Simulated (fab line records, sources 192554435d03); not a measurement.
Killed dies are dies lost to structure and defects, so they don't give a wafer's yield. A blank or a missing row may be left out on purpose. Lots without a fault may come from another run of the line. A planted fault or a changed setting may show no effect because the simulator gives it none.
A struck lot beside a sound one | flow n5_finfet | 16 steps out of a route of 1938
Sound: wafers L903.1, L903.2, L903.5. Struck: wafers L894.3, L894.5, L894.6. The cause comes at the end.
At each step with rows: each side's tool, then ch and its chambers, then its first start. Under that, the readings that differ: sound wafers | struck wafers | difference of the means | sigmas: that difference in standard deviations of wafers without a fault.
alike: readings whose means differ by less than 2 such deviations, and words and numbers that are the same on both sides. not compared: withheld readings, readings that some wafer has no value for, bounds like >300 that may hide the same value, and numbers for which the record gives no deviation and whose values overlap.
The two part at a step that has a row with sigmas, a row that says differs or no value, or rows on one side only. Numbers that don't overlap but have no deviation are shown without sigmas and don't part them. A reading that every wafer of one side lacks parts them only if that side has two wafers or more.

first, 4 steps without rows for these wafers: N5_WELL_APT_EXPOSE_22 (exposes mask PWELL, defocus 0 nm, target cd 200 nm); N5_WELL_APT_PEB_23 (peb time 90 s); N5_WELL_APT_DEVELOP_24 (develop time 45 s); N5_WELL_APT_HARDBAKE_29 (time 120 s).
N5_WELL_APT_CD_MEAS_25: target cd 200 nm.
  sound on cd_sem-02 ch 0, day 6 13:44; struck on cd_sem-03 ch 0, day 4 03:49
  alike: cd_nm
N5_WELL_APT_OVL_MEAS_26:
  sound on overlay-02 ch 0, day 6 13:46; struck on overlay-02 ch 0, day 4 03:51
  alike: PWELL_OVL
N5_WELL_APT_INSPECT_27: inspects for defects (macro).
  sound on defect_inspect-02, day 6 13:47; struck on defect_inspect-02, day 4 03:52
  alike: raw_defect_count
N5_WELL_APT_DESCUM_30: chemistry O2, time 7.9 s.
  sound on rie_diel-05 ch 0,2, day 6 13:49; struck on rie_diel-06 ch 0,1, day 4 04:11
  reading                         | sound          | struck         | difference | sigmas
  showerhead_plenum_p_Torr (Torr) | 2.20 2.22 2.22 | 2.09 2.01 2.09 | -0.15      | -2
  alike: drypump_motor_current_A, oes_product_au, rf_vpp_V, throttle_valve_pct
  not compared: rf_hours_counter_h
then, 3 steps without rows for these wafers: N5_WELL_APT_IMPLANT_31; N5_WELL_APT_IMPLANT_32; N5_WELL_APT_STRIP_33 (strips in SPM, time 900 s).
N5_WELL_APT_RTA_34: time 10 s.
  sound on rtp_anneal-02 ch 0, day 6 14:35; struck on rtp_anneal-01 ch 0, day 4 04:59
  alike: lamp_power_pct, wafer_temp_C_max
N5_WELL_APT_OXIDE_STRIP_42: strips SiO2 in dHF, time 45 s, target depth 12 nm.
  sound on wet_bench-01 ch 1,2,5, day 6 14:44; struck on wet_bench-03 ch 3,6,7, day 4 05:06
  no value came back on the struck wafers for bath_heat_duty_pct (%), run_length_s (s), time_s (s); on the sound wafers bath_heat_duty_pct (%) reads 7.9 6.7 6.0
  reading                                       | sound | struck            | difference | sigmas
  model.SiO2_of_ZERO_LAYER_PECVD_02.thk_nm (nm) | 0 0 0 | 10.05 9.953 10.28 | +10.09     |
then, 1 step without rows for these wafers: N5_WELL_APT_PRECLEAN_36 (cleans in O3/DIW, time 45 s).
N5_BEOL_M4_RC_MEAS_101:
  the record has rows for the sound wafers here (prober-02 ch 0, day 12 17:49) and none for the struck ones
-- the record jumps here: 10 days lie between the struck wafers' starts before and after (it left off in module BEOL_M4 and takes up again in module PASSIVATION, whose first step shown is number 1936 of the route) --
N5_PASSIVATION_PROBE_49:
  the record has rows for the struck wafers here (prober-01, day 14 14:29) and none for the sound ones

WHERE THEY PART
First at N5_WELL_APT_DESCUM_30; last, within this record, at N5_PASSIVATION_PROBE_49.

WHY: what the simulator had put in
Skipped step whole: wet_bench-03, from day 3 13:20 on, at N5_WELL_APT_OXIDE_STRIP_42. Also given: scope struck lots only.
